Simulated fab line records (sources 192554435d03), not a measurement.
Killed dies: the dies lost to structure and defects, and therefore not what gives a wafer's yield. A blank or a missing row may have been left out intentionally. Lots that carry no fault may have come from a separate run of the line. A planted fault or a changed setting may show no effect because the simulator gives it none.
fab line records	flow n5Finfet	part 2 of 2: steps 5 to 6 of 6
[record] lots = 24	wafers = 72	lastDay = 17
route steps=1938 shown BEOL_M2@929 BEOL_M3@944
lots with no fault: from the same line, run without faults
startH: the number of hours between the record's first day and the start of the first shown wafer of the lot	waitH: hours elapsed since this lot's preceding step	" the same as in the row above	L1.1+2: one row covering several wafers at once	- value missing, or start not given	* or withheld: withheld	< > ~ a bound
route shown NAME@n: NAME is a module with steps in the file, n the number in the route of the first one	usual: mean/standard deviation taken from wafers without a fault	same: alike in all rows	chamber/n: place in a boat	sites: readings site by site	_std_site: standard deviation across them	_edge_site: the outer-site mean with the inner-site mean subtracted	radiusMm: for every site, how far away it sits from the centre of the wafer	mask NAME#n: copy n	behind: the most recent tool/chamber to have shaped the wafer	hold: cause of the lot's hold/its duration in hours/its outcome	device: transistor that didn't switch, given as n, p or np	end of line: tests run on the same wafers once the route is complete	a step given without rows: its recipe and nothing more	killed: at the first sort, the dies lost to defects and structure; wafer yield is something else	map: a wafer's dies, x killed, . not, _ none there
set.NAME: the setting as run; set.NAME@STEP: as run at that earlier step	model.NAME: the simulator's own value behind a step, which no gauge read
steps of the route over a sample of lots; a table a step, a row a wafer
services: a tool's chamber out of use, with start hour (startH, from the record's first day; less than 0 if before it), hours out, and reason
[[steps]]
[step N5_BEOL_M3_DESCUM_33]
[recipe] chemistry = O2	timeS = 7	sourcePowerW = 50	biasPowerW = 20	pressureMtorr = 20	rfFrequencyHz = 2.712e+07	tempC = 40	resist = CAR-EUV	o2FlowSccm = 225
[usual] chamberPressureMTorr = 20.001/0.019	drypumpMotorCurrentA = 5.8/0.42	o2FlowSccm = 225.0/0.63	oesProductAu = 0.78/0.083	rfVppV = 242.9/1.2	showerheadPlenumPTorr = 2.07/0.051	throttleValvePct = 20.46/0.27
lot.wafer	tool	chamber	startH	waitH	chamberPressureMTorr	drypumpMotorCurrentA	o2FlowSccm	oesProductAu	rfHoursCounterH	rfVppV	showerheadPlenumPTorr	throttleValvePct
L074.1	rieDiel-06	1	156.83	0.5	19.988	5.5	225.1	0.75	156	242.5	2.10	20.04
L074.3	"	2	"	"	20.027	6.2	225.9	0.73	184	243.7	2.09	20.87
L074.6	"	1	"	"	19.987	5.5	224.7	0.75	-	244.3	2.10	20.03
L075.1	rieDiel-02	2	166.21	0.0	20.008	6.0	225.1	0.73	158	244.8	2.16	20.56
L075.3	"	3	"	"	20.039	6.3	224.4	0.84	67	244.0	2.11	20.39
L075.4	"	1	"	"	20.009	5.8	224.1	0.69	236	243.2	2.04	20.83
L076.1	rieDiel-02	2	166.59	0.2	19.987	6.0	224.3	0.73	159	244.0	2.16	20.57
L076.4	"	0	"	"	20.004	5.0	225.2	0.88	41	242.1	2.04	20.31
L076.6	"	1	"	"	19.992	5.8	224.7	0.70	-	243.1	2.04	20.80
L078.2	rieDiel-06	1	173.84	0.0	20.013	5.5	224.8	0.74	161	244.2	2.09	20.05
L078.3	"	3	"	"	19.980	5.2	225.6	0.73	202	243.1	2.16	20.66
L078.6	"	2	"	"	19.988	6.2	225.1	0.73	-	242.7	2.09	20.88
L079.3	rieDiel-06	3	179.90	0.0	20.003	5.2	224.9	0.72	204	245.9	2.16	20.65
L079.5	"	1	"	"	20.015	5.5	224.9	0.75	-	243.8	2.09	20.04
L079.6	"	2	"	"	19.981	6.2	224.7	0.73	-	242.3	2.09	20.87
L077.2	rieDiel-02	2	184.05	0.0	19.999	6.0	224.9	0.72	165	241.7	2.16	20.58
L077.5	"	1	"	"	20.012	5.8	223.9	0.70	-	243.5	2.04	20.84
L077.6	"	2	"	"	20.026	6.0	224.8	0.73	-	243.9	2.16	20.57
L080.2	rieDiel-02	0	187.77	0.0	20.012	5.0	225.0	0.87	48	241.5	2.03	20.34
L080.3	"	3	"	"	20.009	6.3	225.2	0.85	75	244.9	2.11	20.39
L080.4	"	2	"	"	20.000	6.0	224.9	0.71	166	246.3	2.16	20.56
L081.3	rieDiel-01	0	193.71	0.0	19.983	6.3	224.5	0.98	7	243.1	2.05	20.03
L081.4	"	3	"	"	20.029	6.2	225.4	0.75	154	241.3	2.02	20.48
L081.5	"	1	"	"	20.022	5.4	224.9	0.74	-	242.7	1.98	20.13
L082.2	rieDiel-01	3	208.11	0.0	20.023	6.2	225.6	0.76	158	241.1	2.02	20.49
L082.4	"	1	"	"	19.973	5.4	224.8	0.74	178	240.4	1.98	20.13
L082.5	"	2	"	"	19.991	5.9	224.8	0.77	-	242.3	2.11	20.60
L083.1	rieDiel-06	2	214.62	0.0	20.023	6.2	225.9	0.72	198	242.8	2.08	20.90
L083.2	"	0	"	"	19.983	5.6	224.0	0.95	5	242.3	2.08	20.62
L083.4	"	1	"	"	19.990	5.5	224.8	0.73	172	243.3	2.09	20.05
L084.1	rieDiel-01	0	217.51	0.0	20.003	6.4	225.4	0.94	14	242.1	2.05	20.02
L084.2	"	3	"	"	20.001	6.2	224.6	0.75	160	241.5	2.02	20.48
L084.3	"	2	"	"	19.997	5.9	224.0	0.77	170	243.9	2.11	20.60
L085.1	rieDiel-06	0	218.61	0.0	20.010	5.6	225.2	0.95	5	242.6	2.08	20.63
L085.3	"	3	"	"	20.020	5.2	224.3	0.72	214	244.8	2.15	20.66
L085.4	"	2	"	"	19.985	6.2	225.4	0.71	200	242.4	2.08	20.91
L086.1	rieDiel-01	3	228.14	0.0	20.002	6.2	224.7	0.74	164	242.9	2.02	20.48
L086.2	"	0	"	"	19.976	6.3	224.6	0.93	18	241.9	2.05	20.05
L086.4	"	2	"	"	19.988	5.9	224.0	0.76	173	241.5	2.10	20.59
L087.2	rieDiel-02	3	235.61	0.8	20.005	6.3	224.3	0.83	92	242.9	2.10	20.42
L087.4	"	2	"	"	20.023	6.0	225.5	0.71	183	242.7	2.15	20.60
L087.6	"	3	"	"	20.042	6.3	224.9	0.82	-	242.9	2.10	20.42
L088.1	rieDiel-06	1	240.94	0.0	20.024	5.5	224.9	0.73	181	242.8	2.09	20.08
L088.3	"	3	"	"	20.028	5.2	225.7	0.71	221	245.4	2.15	20.68
L088.4	"	0	"	"	20.022	5.6	225.2	0.93	13	243.0	2.07	20.64
L089.1	rieDiel-06	3	245.34	0.1	19.987	5.2	225.4	0.71	222	244.9	2.15	20.68
L089.3	"	2	"	"	20.025	6.2	224.7	0.72	209	243.5	2.08	20.91
L089.6	"	0	"	"	19.974	5.6	225.7	0.91	-	242.8	2.07	20.65
L090.2	rieDiel-01	3	251.25	0.4	20.031	6.2	225.8	0.75	167	242.1	2.02	20.51
L090.4	"	0	"	"	20.018	6.4	224.7	0.91	27	242.1	2.05	20.03
L090.5	"	1	"	"	20.021	5.4	225.1	0.73	-	241.6	1.97	20.15
L091.1	rieDiel-06	3	256.02	0.0	19.996	5.2	225.2	0.71	226	244.1	2.15	20.67
L091.4	"	0	"	"	19.999	5.7	224.5	0.90	18	244.4	2.07	20.62
L091.6	"	1	"	"	20.013	5.5	225.8	0.73	-	242.8	2.09	20.08
L092.1	rieDiel-01	2	269.40	0.0	20.013	5.9	226.5	0.75	187	243.4	2.10	20.62
L092.4	"	0	"	"	19.999	6.3	224.8	0.90	33	243.3	2.04	20.05
L092.5	"	2	"	"	19.998	5.9	226.3	0.75	-	242.5	2.10	20.62
L094.1	rieDiel-02	1	277.12	0.0	20.032	5.8	224.4	0.96	15	241.7	2.03	20.55
L094.2	"	0	"	"	20.006	5.0	225.2	0.83	73	242.9	2.02	20.39
L094.5	"	3	"	"	20.023	6.3	224.3	0.81	-	242.9	2.10	20.44
L093.3	rieDiel-02	3	277.80	0.0	20.030	6.3	224.4	0.81	106	243.5	2.10	20.45
L093.4	"	2	"	"	20.009	6.0	225.7	0.70	197	244.3	2.15	20.62
L093.5	"	1	"	"	20.013	5.8	225.8	0.96	-	241.3	2.03	20.54
L095.2	rieDiel-01	1	281.81	0.0	20.016	5.4	225.2	0.72	202	241.1	1.97	20.18
L095.3	"	2	"	"	20.015	5.9	223.9	0.76	191	242.7	2.10	20.62
L095.4	"	3	"	"	19.984	6.2	223.8	0.74	176	240.5	2.02	20.51
L096.1	rieDiel-01	2	284.77	0.1	19.982	5.9	225.2	0.75	192	243.3	2.10	20.63
L096.4	"	0	"	"	20.012	6.3	224.8	0.89	38	241.2	2.04	20.07
L096.5	"	1	"	"	20.021	5.5	225.9	0.71	-	242.0	1.97	20.16
L097.2	rieDiel-02	0	291.67	0.0	20.015	5.0	225.6	0.83	79	241.3	2.02	20.38
L097.3	"	3	"	"	19.999	6.3	225.4	0.80	108	243.0	2.09	20.45
L097.4	"	2	"	"	19.987	6.0	225.0	0.69	202	243.1	2.15	20.64
[step N5_BEOL_M3_TRENCH_ETCH_37]
[recipe] chemistry = C4F6/O2	targetDepthA = 555.55	target = SiOC	timeS = 29.2	ionEnergyEv = 250	pressureMtorr = 30	sourceW = 355	biasW = 185	Ar_flow_sccm = 300	C4F6_flow_sccm = 10	O2_flow_sccm = 10
[usual] chamberPressureMTorr = 30.000/0.025	drypumpMotorCurrentA = 5.8/0.43	oesProductAu = 0.80/0.086	rfVppV = 668/11	showerheadPlenumPTorr = 2.82/0.062	throttleValvePct = 20.87/0.24
lot.wafer	tool	chamber	startH	waitH	chamberPressureMTorr	drypumpMotorCurrentA	oesProductAu	rfHoursCounterH	rfVppV	showerheadPlenumPTorr	throttleValvePct
L074.1	rieDiel-01	3	-	-	29.960	6.2	0.77	143	689	2.76	20.86
L074.3	"	1	"	"	30.016	5.4	0.75	162	646	2.75	20.76
L074.6	"	3	"	"	30.012	6.2	0.77	-	687	2.76	20.86
L075.1	rieDiel-01	3	-	-	29.956	6.2	0.76	147	689	2.76	20.86
L075.3	"	2	"	"	30.008	5.9	0.77	158	667	2.84	20.88
L075.4	"	1	"	"	29.966	5.4	0.74	-	646	2.74	20.77
L076.1	rieDiel-01	1	-	-	29.974	5.4	0.75	168	646	2.74	20.78
L076.4	"	1	"	"	29.999	5.4	0.74	-	646	2.74	20.77
L076.6	"	2	"	"	30.013	5.9	0.77	-	667	2.84	20.89
L079.3	rieDiel-01	0	-	-	30.009	6.3	0.98	3	665	2.79	20.42
L079.5	"	2	"	"	30.031	5.9	0.77	-	668	2.84	20.89
L079.6	"	1	"	"	29.951	5.5	0.74	-	645	2.74	20.77
L078.2	rieDiel-01	3	-	-	29.984	6.2	0.76	152	688	2.75	20.88
L078.3	"	1	"	"	29.996	5.4	0.74	171	646	2.74	20.79
L078.6	"	1	"	"	30.001	5.4	0.75	-	647	2.74	20.77
L081.3	rieDiel-01	1	-	-	30.035	5.4	0.74	177	648	2.74	20.77
L081.4	"	3	"	"	30.022	6.2	0.77	157	690	2.75	20.88
L081.5	"	1	"	"	30.023	5.4	0.75	-	647	2.74	20.79
L082.2	rieDiel-02	3	-	-	30.016	6.3	0.84	81	679	2.87	20.91
L082.4	"	0	"	"	29.945	5.0	0.85	-	671	2.77	20.79
L082.5	"	3	"	"	30.002	6.3	0.84	-	678	2.87	20.90
L077.2	rieDiel-02	0	-	-	30.012	5.0	0.85	56	672	2.77	20.77
L077.5	"	3	"	"	29.960	6.3	0.84	-	680	2.87	20.92
L077.6	"	0	"	"	29.980	5.0	0.86	-	670	2.77	20.77
L080.2	rieDiel-06	0	-	-	29.991	5.6	0.95	5	661	2.83	21.06
L080.3	"	3	"	"	29.971	5.2	0.73	213	655	2.95	21.20
L080.4	"	2	"	"	29.951	6.2	0.72	199	666	2.85	21.37
L083.1	rieDiel-02	2	-	-	30.028	6.0	0.70	179	667	2.92	21.01
L083.2	"	0	"	"	29.977	5.0	0.85	60	672	2.77	20.77
L083.4	"	2	"	"	29.967	6.0	0.71	-	667	2.92	21.03
L084.1	rieDiel-06	3	-	-	30.009	5.3	0.73	216	655	2.95	21.20
L084.2	"	1	"	"	29.990	5.5	0.73	175	678	2.81	20.30
L084.3	"	0	"	"	29.989	5.6	0.93	8	662	2.82	21.04
L085.1	rieDiel-06	2	-	-	30.008	6.2	0.72	202	665	2.85	21.40
L085.3	"	3	"	"	30.022	5.3	0.72	216	657	2.95	21.19
L085.4	"	0	"	"	29.979	5.6	0.92	8	661	2.82	21.07
L086.1	rieDiel-02	1	-	-	30.015	5.8	1.01	2	667	2.79	21.03
L086.2	"	2	"	"	29.997	6.0	0.71	182	667	2.92	21.02
L086.4	"	3	"	"	29.976	6.3	0.83	91	679	2.87	20.94
L087.2	rieDiel-06	3	-	-	29.960	5.2	0.72	221	655	2.94	21.20
L087.4	"	1	"	"	30.012	5.5	0.72	181	679	2.81	20.31
L087.6	"	0	"	"	29.972	5.6	0.91	-	660	2.82	21.06
L088.1	rieDiel-01	1	-	-	30.011	5.5	0.73	190	646	2.73	20.80
L088.3	"	0	"	"	29.964	6.3	0.92	24	664	2.78	20.44
L088.4	"	2	"	"	30.008	5.9	0.75	-	668	2.83	20.91
L089.1	rieDiel-01	2	-	-	30.010	5.8	0.75	183	667	2.83	20.92
L089.3	"	0	"	"	29.966	6.3	0.91	28	664	2.78	20.44
L089.6	"	1	"	"	30.011	5.5	0.73	-	646	2.73	20.81
L090.2	rieDiel-02	1	-	-	29.979	5.8	0.97	8	666	2.79	21.04
L090.4	"	0	"	"	29.976	5.0	0.83	66	671	2.76	20.78
L090.5	"	1	"	"	30.025	5.8	0.97	-	666	2.79	21.04
L091.1	rieDiel-02	1	-	-	30.007	5.8	0.95	15	668	2.78	21.04
L091.4	"	3	"	"	30.001	6.3	0.80	105	679	2.86	20.94
L091.6	"	0	"	"	30.015	5.0	0.83	-	671	2.76	20.80
L092.1	rieDiel-02	1	-	-	29.962	5.8	0.95	16	667	2.78	21.05
L092.4	"	3	"	"	30.026	6.3	0.81	106	680	2.86	20.94
L092.5	"	3	"	"	29.989	6.3	0.80	-	678	2.86	20.94
L094.1	rieDiel-02	0	-	-	29.999	5.0	0.83	74	671	2.76	20.80
L094.2	"	2	"	"	30.009	6.1	0.69	197	667	2.91	21.05
L094.5	"	3	"	"	30.002	6.3	0.80	-	679	2.86	20.95
L093.3	rieDiel-02	0	-	-	29.981	5.0	0.83	74	672	2.76	20.81
L093.4	"	1	"	"	29.981	5.8	0.94	16	668	2.78	21.05
L093.5	"	2	"	"	29.981	6.0	0.69	-	667	2.91	21.02
L095.2	rieDiel-01	0	-	-	30.045	6.3	0.89	40	664	2.77	20.47
L095.3	"	3	"	"	29.991	6.2	0.73	178	689	2.74	20.91
L095.4	"	1	"	"	30.048	5.4	0.70	206	647	2.73	20.82
L096.1	rieDiel-06	3	-	-	29.988	5.2	0.71	236	656	2.94	21.22
L096.4	"	1	"	"	29.997	5.5	0.72	195	678	2.80	20.34
L096.5	"	0	"	"	30.024	5.6	0.88	-	661	2.81	21.09
L097.2	rieDiel-02	1	-	-	29.962	5.8	0.93	22	667	2.78	21.07
L097.3	"	3	"	"	29.994	6.3	0.80	109	679	2.86	20.95
L097.4	"	2	"	"	30.002	6.0	0.69	204	667	2.91	21.05
[[services]]
tool	chamber	startH	hours	kind
rieDiel-06	3	134.11	4.1	repair
rieDiel-06	0	170.31	-	clean
rieDiel-06	0	170.31	-	consumableReplace:focusRing
rieDiel-06	0	170.31	24.4	scheduledDown
rieDiel-06	0	170.31	24.4	ventCycle
rieDiel-06	-	176.96	1.2	repair
rieDiel-06	2	204.70	3.3	repair
rieDiel-02	1	208.27	-	clean
rieDiel-02	1	208.27	-	consumableReplace:focusRing
rieDiel-02	1	208.27	17.2	scheduledDown
rieDiel-02	1	208.27	17.2	ventCycle
rieDiel-02	0	242.88	8.6	repair
rieDiel-06	-	246.07	0.3	repair
rieDiel-06	-	291.33	15.6	pm
